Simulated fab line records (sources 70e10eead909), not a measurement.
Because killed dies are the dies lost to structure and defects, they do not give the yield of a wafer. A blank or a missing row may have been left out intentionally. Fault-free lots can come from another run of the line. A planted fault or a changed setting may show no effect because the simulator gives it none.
Matching of chambers | flow nand harc | rie diel-07 running NHARC_A_CONTACT_DESCUM_74: 4 sister chambers
The step chemistry O2, time 3 s. 4 wafers are shown with their chamber, then 8 later ones without.

## WAFERS WITH THEIR CHAMBER
wafer  | chamber | showerhead plenum p Torr (Torr)
L083.4 | 1       | 1.94
L086.2 | 3       | 1.76
L086.5 | 0       | 1.85
L087.3 | 2       | 2.02

## WAFERS MISSING THEIR CHAMBER
wafer  | showerhead plenum p Torr (Torr)
L087.5 | 1.85
L087.6 | 1.93
L090.1 | 2.02
L090.2 | 1.85
L090.5 | 1.93
L093.1 | 1.85
L093.3 | 1.92
L093.4 | 2.07

## CHAMBER TAKEN BY EACH
wafer  | from the rows above | in truth
L087.5 | 0                   | 0
L087.6 | 1                   | 1
L090.1 | 2                   | 2
L090.2 | 0                   | 0
L090.5 | 1                   | 1
L093.1 | 0                   | 0
L093.3 | 1                   | 1
L093.4 | 2                   | 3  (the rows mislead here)
Placed correctly: 7 of 8. Can't be placed from these rows: 0. Wrongly placed: 1.
How it was worked out, from the rows above alone: a wafer's distance from a chamber is the root of the sum, over the readings, of the square of ((its reading less the chamber's mean) divided by the reading's scatter). The wafer belongs to the nearest chamber; if the next one is less than 2 further off, it can't be placed. The mean given for a chamber averages the wafers shown for that chamber. The scatter: root of mean squared gap, hidden wafer to nearest shown wafer, with one shown wafer a chamber.
